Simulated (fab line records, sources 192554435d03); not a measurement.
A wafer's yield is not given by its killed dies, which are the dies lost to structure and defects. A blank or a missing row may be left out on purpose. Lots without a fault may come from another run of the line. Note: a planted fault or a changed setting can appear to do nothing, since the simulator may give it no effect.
One fault through the eyes of 3 desks / flow n5-finfet / each desk has only its own numbers; what lay behind them comes last

== THE DEFECT DESK ==
What the inspections along the route counted, lot by lot: means of the sampled wafers that have a number. A lot is out of limits, marked OUT, if its mean lies more than 4 standard deviations from the usual mean; the brackets give that distance.
Columns: A = raw-defect-count at N5_BEOL_M6_INSPECT_58, usual 66
lot=L197; first seen here=day 8 14:24; A=53
lot=L198; first seen here=day 8 15:15; A=89
lot=L199; first seen here=day 9 04:57; A=72
lot=L200; first seen here=day 9 17:53; A=69
lot=L202; first seen here=day 9 21:59; A=58
lot=L203; first seen here=day 10 08:42; A=52
lot=L204; first seen here=day 10 15:39; A=76
lot=L206; first seen here=day 10 17:16; A=63
lot=L207; first seen here=day 11 02:56; A=73
lot=L216; first seen here=day 13 04:56; A=46
lot=L218; first seen here=day 14 01:49; A=60
This desk found nothing out of limits on any of the 11 lots.

== TOOL OWNER'S DESK, euv-scanner-01 ==
The tool's own readings at N5_BEOL_M7_EXPOSE_25 (exposes mask V6, target cd 40 nm): means of the sampled wafers that have a number, for each lot that ran on this tool. A lot is out of limits, marked OUT, if its mean lies more than 4 standard deviations from the usual mean; the brackets give that distance.
Columns: A = exposure-dose-mJ-cm2 at N5_BEOL_M7_EXPOSE_25, usual 42.48; B = stage-msd-nm at N5_BEOL_M7_EXPOSE_25, usual 0.912 nm
lot=L203; first seen here=day 10 11:10; A=42.48; B=0.891
lot=L207; first seen here=day 11 08:23; A=42.48; B=0.896
lot=L216; first seen here=day 13 07:55; A=46.03 (+94) OUT; B=0.911
This desk's verdict: out of limits on L216, starting with L216 at day 13 07:55 (exposure-dose-mJ-cm2 at N5_BEOL_M7_EXPOSE_25). L203, L207 stayed within limits.

== THE METROLOGY DESK ==
What the gauges read for every lot (on any tool): the sampled wafers with a number, averaged. A lot is out of limits, marked OUT, if its mean lies more than 4 standard deviations from the usual mean; the brackets give that distance. Of its 13 readings 7 are shown: the one that was out of limits first, and those that lie furthest out on some lot.
Columns: A = DIBL_N at N5_BEOL_M4_RC_MEAS_101, usual 36.3 mV/V; B = DIBL_P at N5_BEOL_M4_RC_MEAS_101, usual 36.2 mV/V; C = IOFF_N at N5_BEOL_M4_RC_MEAS_101, usual 0.16 nA/um; D = IOFF_P at N5_BEOL_M4_RC_MEAS_101, usual 0.21 nA/um; E = VT_N at N5_BEOL_M4_RC_MEAS_101, usual 251 mV; F = VT_P at N5_BEOL_M4_RC_MEAS_101, usual -251 mV; G = cd-nm at N5_BEOL_M7_CD_MEAS_28, usual 39.92 nm
lot=L197; first seen here=day 7 15:59; A=37.2; B=36.8; C=0.15; D=0.22; E=252; F=-253; G=40.00
lot=L198; first seen here=day 7 19:15; A=34.2; B=34.8; C=0.14; D=0.17; E=254; F=-252; G=39.91
lot=L199; first seen here=day 8 12:02; A=35.4; B=35.1; C=0.15; D=0.18; E=251; F=-253; G=40.15
lot=L200; first seen here=day 8 17:03; A=37.9; B=38.1; C=0.18; D=0.26; E=251; F=-246; G=39.91
lot=L202; first seen here=day 9 00:52; A=39.8; B=39.6; C=0.25; D=0.28; E=245; F=-247; G=39.85
lot=L203; first seen here=day 9 13:11; A=35.5; B=34.8; C=0.13; D=0.17; E=254; F=-254; G=39.94
lot=L204; first seen here=day 9 17:47; A=35.3; B=33.0; C=0.13; D=0.18; E=253; F=-252; G=40.05
lot=L206; first seen here=day 9 19:12; A=35.5; B=35.8; C=0.16; D=0.19; E=250; F=-253; G=39.68
lot=L207; first seen here=day 10 06:25; A=36.5; B=35.0; C=0.16; D=0.19; E=253; F=-253; G=39.71
lot=L216; first seen here=day 12 09:29; A=35.8; B=36.0; C=0.14; D=0.16; E=252; F=-259; G=32.02 (-30) OUT
lot=L218; first seen here=day 13 07:39; A=36.1; B=35.4; C=0.13; D=0.17; E=253; F=-254; G=39.75
This desk's verdict: out of limits on L216, starting with L216 at day 13 08:02 (cd-nm at N5_BEOL_M7_CD_MEAS_28). L197, L198, L199, L200, L202, L203, L204, L206, L207, L218 stayed within limits.

== BROUGHT TOGETHER ==
On L216, at day 13 07:55, an alarm was possible from the tool owner's desk.
At day 13 08:02 the metrology desk could have sounded an alarm, on L216.
No out-of-limits result turned up at the defect desk.
The defect desk has L216 on record, within its limits.
Of the lots named, all ran N5_BEOL_M7_EXPOSE_25 on euv-scanner-01.

== WHAT THE SIMULATOR HAD PUT IN ==
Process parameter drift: euv-scanner-01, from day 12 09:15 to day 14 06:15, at N5_BEOL_M7_EXPOSE_25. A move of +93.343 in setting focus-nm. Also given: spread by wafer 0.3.
Shown lots that were struck: L216.
Time in hours from fault onset to the first out-of-limits reading at each desk: tool owner's desk 23, metrology desk 23.
